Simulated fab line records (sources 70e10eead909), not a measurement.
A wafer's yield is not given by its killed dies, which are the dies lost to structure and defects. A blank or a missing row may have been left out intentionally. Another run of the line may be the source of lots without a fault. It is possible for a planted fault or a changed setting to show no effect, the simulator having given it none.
Which of the tools did it? / flow nandHarc / 14 lots, 42 wafers sampled, at 4 steps of a route of 1302

== WHAT THE GAUGES READ, wafer by wafer ==
NHARC_P_CONTACT_INSPECT_27.
lot=L833; measured=day 6 09:29; on=defectInspect-01; rawDefectCount=321 279 237
lot=L834; measured=day 6 16:00; on=defectInspect-02; rawDefectCount=230 177 197
lot=L835; measured=day 6 17:28; on=defectInspect-01; rawDefectCount=288 212 257
lot=L840; measured=day 8 23:01; on=defectInspect-01; rawDefectCount=431 298 638
lot=L842; measured=day 10 06:37; on=defectInspect-02; rawDefectCount=154 326 305
lot=L845; measured=day 11 04:32; on=defectInspect-02; rawDefectCount=266 244 288
lot=L846; measured=day 11 09:05; on=defectInspect-01; rawDefectCount=297 264 208
lot=L850; measured=day 13 08:46; on=defectInspect-02; rawDefectCount=201 337 477
lot=L851; measured=day 13 14:41; on=defectInspect-02; rawDefectCount=271 372 488
lot=L852; measured=day 14 05:26; on=defectInspect-02; rawDefectCount=806 466 512
lot=L853; measured=day 14 11:05; on=defectInspect-01; rawDefectCount=322 411 248
lot=L854; measured=day 14 20:56; on=defectInspect-02; rawDefectCount=231 337 221
lot=L855; measured=day 15 05:23; on=defectInspect-02; rawDefectCount=232 137 210
lot=L856; measured=day 15 18:38; on=defectInspect-02; rawDefectCount=361 409 303

NHARC_P_M1_OVL_MEAS_10: pitch 260 nm.
lot=L833; measured=day 6 14:32; on=overlay-01; overlayXNm (nm)=0.5 0.5 -0.3; overlayYNm (nm)=-0.3 0.1 0.6
lot=L834; measured=day 6 21:11; on=overlay-01; overlayXNm (nm)=0.3 0.4 0.6; overlayYNm (nm)=-1.0 -0.8 -0.4
lot=L835; measured=day 6 23:02; on=overlay-01; overlayXNm (nm)=-0.7 -1.2 -0.3; overlayYNm (nm)=-0.4 -0.6 0.0
lot=L840; measured=day 9 04:03; on=overlay-02; overlayXNm (nm)=0.7 0.2 0.8; overlayYNm (nm)=-0.2 -0.3 -1.1
lot=L842; measured=day 10 11:33; on=overlay-01; overlayXNm (nm)=-0.2 -0.1 0.5; overlayYNm (nm)=0.2 -0.4 -0.2
lot=L845; measured=day 11 09:45; on=overlay-01; overlayXNm (nm)=-1.3 -0.9 -1.1; overlayYNm (nm)=-0.9 -0.8 -0.7
lot=L846; measured=day 11 14:51; on=overlay-02; overlayXNm (nm)=0.2 0.3 0.5; overlayYNm (nm)=-0.1 -0.3 0.0
lot=L850; measured=day 13 14:16; on=overlay-02; overlayXNm (nm)=-0.5 -1.4 -1.0; overlayYNm (nm)=-0.5 -0.9 -1.2
lot=L851; measured=day 13 19:44; on=overlay-02; overlayXNm (nm)=-0.8 -0.7 -0.8; overlayYNm (nm)=-0.6 -0.2 0.2
lot=L852; measured=day 14 10:32; on=overlay-01; overlayXNm (nm)=-1.0 -1.1 -0.8; overlayYNm (nm)=0.3 0.4 0.1
lot=L853; measured=day 14 16:01; on=overlay-01; overlayXNm (nm)=0.0 0.4 0.5; overlayYNm (nm)=0.8 0.0 0.9
lot=L854; measured=day 15 01:52; on=overlay-01; overlayXNm (nm)=0.7 1.0 0.4; overlayYNm (nm)=-0.1 -0.2 -0.4
lot=L855; measured=day 15 10:28; on=overlay-01; overlayXNm (nm)=0.1 0.0 0.0; overlayYNm (nm)=0.4 0.7 0.1
lot=L856; measured=day 15 23:43; on=overlay-01; overlayXNm (nm)=-0.4 -0.8 -0.8; overlayYNm (nm)=0.2 0.4 0.7

NHARC_P_M1_INSPECT_11.
lot=L833; measured=day 6 14:34; on=defectInspect-01; rawDefectCount=8 5 5
lot=L834; measured=day 6 21:13; on=defectInspect-02; rawDefectCount=3 2 3
lot=L835; measured=day 6 23:04; on=defectInspect-01; rawDefectCount=2 4 3
lot=L840; measured=day 9 04:05; on=defectInspect-02; rawDefectCount=4 5 3
lot=L842; measured=day 10 11:35; on=defectInspect-01; rawDefectCount=1 3 0
lot=L845; measured=day 11 09:47; on=defectInspect-02; rawDefectCount=5 3 1
lot=L846; measured=day 11 14:53; on=defectInspect-02; rawDefectCount=8 6 9
lot=L850; measured=day 13 14:19; on=defectInspect-01; rawDefectCount=2 3 4
lot=L851; measured=day 13 19:46; on=defectInspect-01; rawDefectCount=7 6 9
lot=L852; measured=day 14 10:35; on=defectInspect-01; rawDefectCount=6 6 3
lot=L853; measured=day 14 16:02; on=defectInspect-01; rawDefectCount=4 3 1
lot=L854; measured=day 15 01:55; on=defectInspect-02; rawDefectCount=6 3 5
lot=L855; measured=day 15 10:30; on=defectInspect-02; rawDefectCount=17 12 9
lot=L856; measured=day 15 23:46; on=defectInspect-02; rawDefectCount=17 13 9

== TOOL THAT RAN EACH LOT (tool first, then ch and the chambers of the sampled wafers, then the start) ==
lot=L833; NHARC_P_M1_SOFTBAKE_04=lithoTrack-01 ch 0, day 6 14:00
lot=L834; NHARC_P_M1_SOFTBAKE_04=lithoTrack-04 ch 0, day 6 20:00
lot=L835; NHARC_P_M1_SOFTBAKE_04=lithoTrack-06 ch 0, day 6 22:00
lot=L840; NHARC_P_M1_SOFTBAKE_04=lithoTrack-04 ch 0, day 9 03:00
lot=L842; NHARC_P_M1_SOFTBAKE_04=lithoTrack-04 ch 0, day 10 11:00
lot=L845; NHARC_P_M1_SOFTBAKE_04=lithoTrack-04 ch 0, day 11 09:00
lot=L846; NHARC_P_M1_SOFTBAKE_04=lithoTrack-06 ch 0, day 11 14:00
lot=L850; NHARC_P_M1_SOFTBAKE_04=lithoTrack-01 ch 0, day 13 13:00
lot=L851; NHARC_P_M1_SOFTBAKE_04=lithoTrack-04 ch 0, day 13 19:00
lot=L852; NHARC_P_M1_SOFTBAKE_04=lithoTrack-06 ch 0, day 14 10:00
lot=L853; NHARC_P_M1_SOFTBAKE_04=lithoTrack-06 ch 0, day 14 15:00
lot=L854; NHARC_P_M1_SOFTBAKE_04=lithoTrack-01 ch 0, day 15 01:00
lot=L855; NHARC_P_M1_SOFTBAKE_04=lithoTrack-01 ch 0, day 15 09:00
lot=L856; NHARC_P_M1_SOFTBAKE_04=lithoTrack-01 ch 0, day 15 23:00
- NHARC_P_M1_SOFTBAKE_04: time 55 s.

== WHAT THE TOOLS THEMSELVES READ (means of the sampled wafers that have a number; where no wafer has one, the mark that the record gives instead) ==
NHARC_P_M1_SOFTBAKE_04.
lot=L833; tool=lithoTrack-01; heaterPowerTotalW (W)=188.62
lot=L834; tool=lithoTrack-04; heaterPowerTotalW (W)=188.46
lot=L835; tool=lithoTrack-06; heaterPowerTotalW (W)=188.52
lot=L840; tool=lithoTrack-04; heaterPowerTotalW (W)=188.47
lot=L842; tool=lithoTrack-04; heaterPowerTotalW (W)=185.21
lot=L845; tool=lithoTrack-04; heaterPowerTotalW (W)=185.30
lot=L846; tool=lithoTrack-06; heaterPowerTotalW (W)=188.45
lot=L850; tool=lithoTrack-01; heaterPowerTotalW (W)=188.48
lot=L851; tool=lithoTrack-04; heaterPowerTotalW (W)=188.40
lot=L852; tool=lithoTrack-06; heaterPowerTotalW (W)=188.43
lot=L853; tool=lithoTrack-06; heaterPowerTotalW (W)=188.43
lot=L854; tool=lithoTrack-01; heaterPowerTotalW (W)=188.51
lot=L855; tool=lithoTrack-01; heaterPowerTotalW (W)=188.43
lot=L856; tool=lithoTrack-01; heaterPowerTotalW (W)=188.38

== THE ANSWER, worked out from the rows above alone ==
Rule: what is usual is taken from the lots themselves. The widest of any qualifying gaps counts: lots, ordered by their means at a reading, are off when they make up no more than a third of the lots, leave a main group of 4 or more, and stand apart from it by 3 or more times the standard deviation of that group's means. Not used: any main group whose means are identical at the precision the tables above print for the reading. A lot without any number at a reading at which 4 lots or more have one is off too. All remaining lots with rows at the step are treated as sound. First the gauges in route order, then the tools' own readings, where a lot's mean is used as printed above. The first step at which some lot is off is used, and at that step the reading that is off furthest; a lot without a number counts as furthest.
Off: L842, L845, at NHARC_P_M1_SOFTBAKE_04 (heaterPowerTotalW). For the main group the mean is 188.47 W and the standard deviation 0.061.
A tool fits if, at that step or a process step before it, it ran every lot that is off, and no sound lot after the first of them. None of those tried fits.

== WHAT WAS PUT IN BY THE SIMULATOR ==
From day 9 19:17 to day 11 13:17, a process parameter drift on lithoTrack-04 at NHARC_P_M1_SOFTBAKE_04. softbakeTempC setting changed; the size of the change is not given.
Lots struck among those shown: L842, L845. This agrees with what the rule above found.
